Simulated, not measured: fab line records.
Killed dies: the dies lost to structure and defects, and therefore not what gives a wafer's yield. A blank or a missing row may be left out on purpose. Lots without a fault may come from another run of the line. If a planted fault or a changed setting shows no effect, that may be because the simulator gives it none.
Split-lot experiment / flow n5 finfet / 39 wafers read across 7 lots, on a route 1938 steps long

THE SPLIT ITSELF
At N5_BEOL_M8_DESCUM_33 (chemistry O2, time 7 s), the setting time s was moved away from the recipe's 7 s on 15 of the 39 wafers read, by -53.9% to +43.0%. All remaining wafers had this setting at the recipe value.

No step appears in the file between the split and the reading.

THE READING
CAR-EUV_of_BEOL_M8_COAT_22.thk nm (the simulator's own value, which no gauge read), in nm, at N5_BEOL_M8_ETCH_72 (etches underlayer in N2/H2, target depth 6.5 nm, time 5.2 s). The file gives no usual value for it. Average 20.3 nm, standard deviation 0.12 nm, over the 24 wafers here run with the recipe.

wafer=L078.1; tool, chamber at the split=rie diel-06, 2,1,3; time s as run, s=7; against the recipe=recipe; CAR-EUV_of_BEOL_M8_COAT_22.thk nm, nm=20.2; against lot-mates on the recipe=-
wafer=L078.3; tool, chamber at the split=rie diel-06, 2,1,3; time s as run, s=7; against the recipe=recipe; CAR-EUV_of_BEOL_M8_COAT_22.thk nm, nm=20.2; against lot-mates on the recipe=-
wafer=L078.2; tool, chamber at the split=rie diel-06, 3; time s as run, s=3.228; against the recipe=-53.9%; CAR-EUV_of_BEOL_M8_COAT_22.thk nm, nm=22.2; against lot-mates on the recipe=+1.9
wafer=L078.5; tool, chamber at the split=rie diel-06, 2; time s as run, s=3.228; against the recipe=-53.9%; CAR-EUV_of_BEOL_M8_COAT_22.thk nm, nm=22.2; against lot-mates on the recipe=+1.9
wafer=L078.6; tool, chamber at the split=rie diel-06, 1; time s as run, s=3.228; against the recipe=-53.9%; CAR-EUV_of_BEOL_M8_COAT_22.thk nm, nm=22.2; against lot-mates on the recipe=+1.9
wafer=L078.4; tool, chamber at the split=rie diel-06, 2,1,3; time s as run, s=7; against the recipe=recipe; CAR-EUV_of_BEOL_M8_COAT_22.thk nm, nm=20.4; against lot-mates on the recipe=-
wafer=L082.1; tool, chamber at the split=rie diel-05, 1; time s as run, s=7; against the recipe=recipe; CAR-EUV_of_BEOL_M8_COAT_22.thk nm, nm=20.6; against lot-mates on the recipe=-
wafer=L082.2; tool, chamber at the split=rie diel-05, 2,0; time s as run, s=3.981; against the recipe=-43.1%; CAR-EUV_of_BEOL_M8_COAT_22.thk nm, nm=22; against lot-mates on the recipe=+1.5
wafer=L082.3; tool, chamber at the split=rie diel-05, 2,0; time s as run, s=3.981; against the recipe=-43.1%; CAR-EUV_of_BEOL_M8_COAT_22.thk nm, nm=22; against lot-mates on the recipe=+1.5
wafer=L082.4; tool, chamber at the split=rie diel-05, 3; time s as run, s=3.981; against the recipe=-43.1%; CAR-EUV_of_BEOL_M8_COAT_22.thk nm, nm=22; against lot-mates on the recipe=+1.5
wafer=L082.5; tool, chamber at the split=rie diel-05, 0; time s as run, s=7; against the recipe=recipe; CAR-EUV_of_BEOL_M8_COAT_22.thk nm, nm=20.4; against lot-mates on the recipe=-
wafer=L082.6; tool, chamber at the split=rie diel-05, 3; time s as run, s=7; against the recipe=recipe; CAR-EUV_of_BEOL_M8_COAT_22.thk nm, nm=20.4; against lot-mates on the recipe=-
wafer=L083.1; tool, chamber at the split=rie diel-03, 1,0,2; time s as run, s=7; against the recipe=recipe; CAR-EUV_of_BEOL_M8_COAT_22.thk nm, nm=20.4; against lot-mates on the recipe=-
wafer=L083.4; tool, chamber at the split=rie diel-03, 1,0,2; time s as run, s=7; against the recipe=recipe; CAR-EUV_of_BEOL_M8_COAT_22.thk nm, nm=20.4; against lot-mates on the recipe=-
wafer=L083.5; tool, chamber at the split=rie diel-03, 1,0,2; time s as run, s=7; against the recipe=recipe; CAR-EUV_of_BEOL_M8_COAT_22.thk nm, nm=20.4; against lot-mates on the recipe=-
wafer=L088.1; tool, chamber at the split=rie diel-03, 2; time s as run, s=7; against the recipe=recipe; CAR-EUV_of_BEOL_M8_COAT_22.thk nm, nm=20.2; against lot-mates on the recipe=-
wafer=L088.2; tool, chamber at the split=rie diel-03, 0,1; time s as run, s=10.01; against the recipe=+43.0%; CAR-EUV_of_BEOL_M8_COAT_22.thk nm, nm=18.8; against lot-mates on the recipe=-1.5
wafer=L088.3; tool, chamber at the split=rie diel-03, 0,1; time s as run, s=10.01; against the recipe=+43.0%; CAR-EUV_of_BEOL_M8_COAT_22.thk nm, nm=19; against lot-mates on the recipe=-1.3
wafer=L088.5; tool, chamber at the split=rie diel-03, 1; time s as run, s=10.01; against the recipe=+43.0%; CAR-EUV_of_BEOL_M8_COAT_22.thk nm, nm=19; against lot-mates on the recipe=-1.3
wafer=L088.4; tool, chamber at the split=rie diel-03, 0,2; time s as run, s=7; against the recipe=recipe; CAR-EUV_of_BEOL_M8_COAT_22.thk nm, nm=20.4; against lot-mates on the recipe=-
wafer=L088.6; tool, chamber at the split=rie diel-03, 0,2; time s as run, s=7; against the recipe=recipe; CAR-EUV_of_BEOL_M8_COAT_22.thk nm, nm=20.4; against lot-mates on the recipe=-
wafer=L093.1; tool, chamber at the split=rie diel-03, 0; time s as run, s=7; against the recipe=recipe; CAR-EUV_of_BEOL_M8_COAT_22.thk nm, nm=20.2; against lot-mates on the recipe=-
wafer=L093.2; tool, chamber at the split=rie diel-03, 3,1,2,2,1; time s as run, s=7; against the recipe=recipe; CAR-EUV_of_BEOL_M8_COAT_22.thk nm, nm=20.2; against lot-mates on the recipe=-
wafer=L093.4; tool, chamber at the split=rie diel-03, 3,1,2,2,1; time s as run, s=7; against the recipe=recipe; CAR-EUV_of_BEOL_M8_COAT_22.thk nm, nm=20.2; against lot-mates on the recipe=-
wafer=L093.5; tool, chamber at the split=rie diel-03, 3,1,2,2,1; time s as run, s=7; against the recipe=recipe; CAR-EUV_of_BEOL_M8_COAT_22.thk nm, nm=20.2; against lot-mates on the recipe=-
wafer=L093.3; tool, chamber at the split=rie diel-03, 3,1,2,2,1; time s as run, s=7; against the recipe=recipe; CAR-EUV_of_BEOL_M8_COAT_22.thk nm, nm=20.4; against lot-mates on the recipe=-
wafer=L093.6; tool, chamber at the split=rie diel-03, 3,1,2,2,1; time s as run, s=7; against the recipe=recipe; CAR-EUV_of_BEOL_M8_COAT_22.thk nm, nm=20.4; against lot-mates on the recipe=-
wafer=L094.1; tool, chamber at the split=rie diel-05, 0; time s as run, s=7; against the recipe=recipe; CAR-EUV_of_BEOL_M8_COAT_22.thk nm, nm=20.2; against lot-mates on the recipe=-
wafer=L094.2; tool, chamber at the split=rie diel-05, 2,3; time s as run, s=7; against the recipe=recipe; CAR-EUV_of_BEOL_M8_COAT_22.thk nm, nm=20.2; against lot-mates on the recipe=-
wafer=L094.3; tool, chamber at the split=rie diel-05, 2,3; time s as run, s=7; against the recipe=recipe; CAR-EUV_of_BEOL_M8_COAT_22.thk nm, nm=20.4; against lot-mates on the recipe=-
wafer=L094.4; tool, chamber at the split=rie diel-05, 1,3; time s as run, s=8.333; against the recipe=+19.0%; CAR-EUV_of_BEOL_M8_COAT_22.thk nm, nm=19.6; against lot-mates on the recipe=-0.7
wafer=L094.5; tool, chamber at the split=rie diel-05, 1,3; time s as run, s=8.333; against the recipe=+19.0%; CAR-EUV_of_BEOL_M8_COAT_22.thk nm, nm=19.6; against lot-mates on the recipe=-0.7
wafer=L094.6; tool, chamber at the split=rie diel-05, 2; time s as run, s=8.333; against the recipe=+19.0%; CAR-EUV_of_BEOL_M8_COAT_22.thk nm, nm=19.6; against lot-mates on the recipe=-0.7
wafer=L096.1; tool, chamber at the split=rie diel-05, 1; time s as run, s=7; against the recipe=recipe; CAR-EUV_of_BEOL_M8_COAT_22.thk nm, nm=20.2; against lot-mates on the recipe=-
wafer=L096.2; tool, chamber at the split=rie diel-05, 2; time s as run, s=7; against the recipe=recipe; CAR-EUV_of_BEOL_M8_COAT_22.thk nm, nm=20.2; against lot-mates on the recipe=-
wafer=L096.6; tool, chamber at the split=rie diel-05, 3; time s as run, s=7; against the recipe=recipe; CAR-EUV_of_BEOL_M8_COAT_22.thk nm, nm=20.2; against lot-mates on the recipe=-
wafer=L096.3; tool, chamber at the split=rie diel-05, 0; time s as run, s=9.353; against the recipe=+33.6%; CAR-EUV_of_BEOL_M8_COAT_22.thk nm, nm=19; against lot-mates on the recipe=-1.2
wafer=L096.5; tool, chamber at the split=rie diel-05, 3,0; time s as run, s=9.353; against the recipe=+33.6%; CAR-EUV_of_BEOL_M8_COAT_22.thk nm, nm=19; against lot-mates on the recipe=-1.2
wafer=L096.4; tool, chamber at the split=rie diel-05, 3,0; time s as run, s=9.353; against the recipe=+33.6%; CAR-EUV_of_BEOL_M8_COAT_22.thk nm, nm=19.2; against lot-mates on the recipe=-1.0
When a row names more than one chamber, that row covers several wafers, and the file does not tell which wafer ran in which chamber.

THE FIT
A straight line over all 39 wafers: CAR-EUV_of_BEOL_M8_COAT_22.thk nm changes by -0.0357 nm for each +1% of time s; r = -0.99; the points scatter about the line by 0.12 nm.
The same after taking each lot's own level away (the mean of its wafers on the recipe; 39 wafers): -0.0347 nm for each +1%; r = -1.00; scatter 0.082 nm.
The reading moves by 1.9 nm for the largest change in time s, on that fit.
The lots' own levels span 20.20 to 20.47 nm, that is 2.3 times the standard deviation above.
So the lot-to-lot level changes the slope little: the two slopes agree.
Check: with one of the wafers moved furthest among these (-53.9%) left out of the fit, the line predicts +1.88 nm for it against its lot-mates. Against them it came out at +1.93 nm.

THE WHOLE CHAIN: every reading that the file lists as answering this split, in the file's order
step=N5_BEOL_M8_DESCUM_33; what it does=chemistry O2, time 7 s; reading=CAR-EUV_of_BEOL_M8_COAT_22.thk nm (the simulator's own value, which no gauge read); change (the file's fit)=-0.0356 nm for each +1% of the setting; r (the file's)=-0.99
step=N5_BEOL_M8_DESCUM_33; what it does=chemistry O2, time 7 s; reading=BEOL_M8.cd nm (the simulator's own value, which no gauge read); change (the file's fit)=+0.00922 nm for each +1% of the setting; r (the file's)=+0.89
step=N5_BEOL_M8_ETCH_72; what it does=etches underlayer in N2/H2, target depth 6.5 nm, time 5.2 s; reading=CAR-EUV_of_BEOL_M8_COAT_22.thk nm (the simulator's own value, which no gauge read); change (the file's fit)=-0.0347 nm for each +1% of the setting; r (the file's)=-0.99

FILE'S OWN FIT
CAR-EUV_of_BEOL_M8_COAT_22.thk nm changes by -0.0347 nm for each +1% of time s, r = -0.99.
